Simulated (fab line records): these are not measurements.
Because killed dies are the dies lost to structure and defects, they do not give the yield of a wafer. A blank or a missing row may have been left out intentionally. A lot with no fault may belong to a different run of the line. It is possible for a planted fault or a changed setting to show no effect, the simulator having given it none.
Which tool is to blame? || flow nandHarc || 11 lots with 33 wafers sampled at 3 steps, on a route of 1159 steps

WHAT THE GAUGES READ, wafer by wafer
NHARC_P_STI_CD_MEAS_09: the cd target is 200 nm.
{"lot": "L638", "measured": "day 2 13:40", "on": "cdSem-01", "cdNm (nm)": "201.7 203.7 203.3"}
{"lot": "L640", "measured": "day 2 23:02", "on": "cdSem-02", "cdNm (nm)": "196.3 196.7 199.1"}
{"lot": "L641", "measured": "day 3 06:29", "on": "cdSem-03", "cdNm (nm)": "200.4 202.9 198.7"}
{"lot": "L642", "measured": "day 3 14:02", "on": "cdSem-01", "cdNm (nm)": "196.2 197.9 200.2"}
{"lot": "L643", "measured": "day 3 13:52", "on": "cdSem-03", "cdNm (nm)": "201.5 199.6 198.3"}
{"lot": "L645", "measured": "day 4 04:42", "on": "cdSem-03", "cdNm (nm)": "198.6 199.2 196.8"}
{"lot": "L646", "measured": "day 4 12:03", "on": "cdSem-02", "cdNm (nm)": "162.1 160.6 157.2"}
{"lot": "L649", "measured": "day 5 05:16", "on": "cdSem-02", "cdNm (nm)": "171.0 169.9 172.2"}
{"lot": "L652", "measured": "day 6 00:33", "on": "cdSem-02", "cdNm (nm)": "197.9 200.5 199.1"}
{"lot": "L656", "measured": "day 6 23:56", "on": "cdSem-01", "cdNm (nm)": "203.9 198.8 202.1"}
{"lot": "L658", "measured": "day 7 15:17", "on": "cdSem-03", "cdNm (nm)": "199.4 202.4 201.1"}

WHICH TOOL RAN EACH LOT (tool, then ch and the chambers of the sampled wafers, then the start)
{"lot": "L638", "NHARC_P_ZERO_WELL_ETCH_65": "rieDiel-07 ch 1,2,3, day 1 13:22", "NHARC_P_STI_EXPOSE_06": "krfScanner-01 ch 0, day 2 13:31"}
{"lot": "L640", "NHARC_P_ZERO_WELL_ETCH_65": "rieDiel-05 ch 1,2,3, day 2 01:22", "NHARC_P_STI_EXPOSE_06": "krfScanner-01 ch 0, day 2 22:53"}
{"lot": "L641", "NHARC_P_ZERO_WELL_ETCH_65": "rieDiel-07 ch 0,1,2, day 2 07:29", "NHARC_P_STI_EXPOSE_06": "krfScanner-03 ch 0, day 3 06:20"}
{"lot": "L642", "NHARC_P_ZERO_WELL_ETCH_65": "rieDiel-05 ch 0,1,2, day 2 13:29", "NHARC_P_STI_EXPOSE_06": "krfScanner-02 ch 0, day 3 13:53"}
{"lot": "L643", "NHARC_P_ZERO_WELL_ETCH_65": "rieDiel-07 ch 0,2, day 2 19:31", "NHARC_P_STI_EXPOSE_06": "krfScanner-03 ch 0, day 3 13:43"}
{"lot": "L645", "NHARC_P_ZERO_WELL_ETCH_65": "rieDiel-05 ch 1,2,3, day 3 07:29", "NHARC_P_STI_EXPOSE_06": "krfScanner-01 ch 0, day 4 04:33"}
{"lot": "L646", "NHARC_P_ZERO_WELL_ETCH_65": "rieDiel-07 ch 0,1, day 3 13:29", "NHARC_P_STI_EXPOSE_06": "krfScanner-01 ch 0, day 4 11:54"}
{"lot": "L649", "NHARC_P_ZERO_WELL_ETCH_65": "rieDiel-05 ch 0,1,3, day 4 07:43", "NHARC_P_STI_EXPOSE_06": "krfScanner-01 ch 0, day 5 05:08"}
{"lot": "L652", "NHARC_P_ZERO_WELL_ETCH_65": "rieDiel-07 ch 1,2,3, day 5 01:58", "NHARC_P_STI_EXPOSE_06": "krfScanner-02 ch 0, day 6 00:25"}
{"lot": "L656", "NHARC_P_ZERO_WELL_ETCH_65": "rieDiel-13 ch 0,2, day 6 01:25", "NHARC_P_STI_EXPOSE_06": "krfScanner-03 ch 0, day 6 23:47"}
{"lot": "L658", "NHARC_P_ZERO_WELL_ETCH_65": "rieDiel-13 ch 0,2,3, day 6 13:29", "NHARC_P_STI_EXPOSE_06": "krfScanner-02 ch 0, day 7 15:09"}
- NHARC_P_ZERO_WELL_ETCH_65: etches the open film in N2/H2, target depth 80 nm, overetch 24 nm, time 87.88 s.
- NHARC_P_STI_EXPOSE_06: exposes mask P STI, target cd 200 nm.

THE ANSWER, worked out from the rows above alone
Rule: the usual values come from the lots themselves. Put in order of their means at a reading, lots are off if they are a third of the lots or fewer, leave a main group of 4 or more, and stand apart from it by a gap of 3 or more times the standard deviation of the main group's means; of several such gaps the widest counts. Not used: any main group whose means are identical at the precision the tables above print for the reading. A lot without any number at a reading at which 4 lots or more have one is off too. Where the step has rows for the other lots, those lots are counted as sound.
Off, at NHARC_P_STI_CD_MEAS_09 on cdNm: L646, L649. The main group has a mean of 199.9 nm with a standard deviation of 1.7.
If a tool, at a process step before that reading, ran all the lots that are off and no sound lot after the first of them, it fits. The gauges at NHARC_P_STI_CD_MEAS_09 are tried like those tools. One fits: NHARC_P_STI_EXPOSE_06 on krfScanner-01. Its last sound lot is L645 (day 4 04:33), its first lot that is off L646 (day 4 11:54): a fault that began between those two fits.

WHAT HAD BEEN PUT IN BY THE SIMULATOR
Drift in process parameters on krfScanner-01 at NHARC_P_STI_EXPOSE_06, starting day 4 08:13. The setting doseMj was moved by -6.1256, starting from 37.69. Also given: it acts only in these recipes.
Lots struck among those shown: L646, L649. The rule given above showed the same thing.
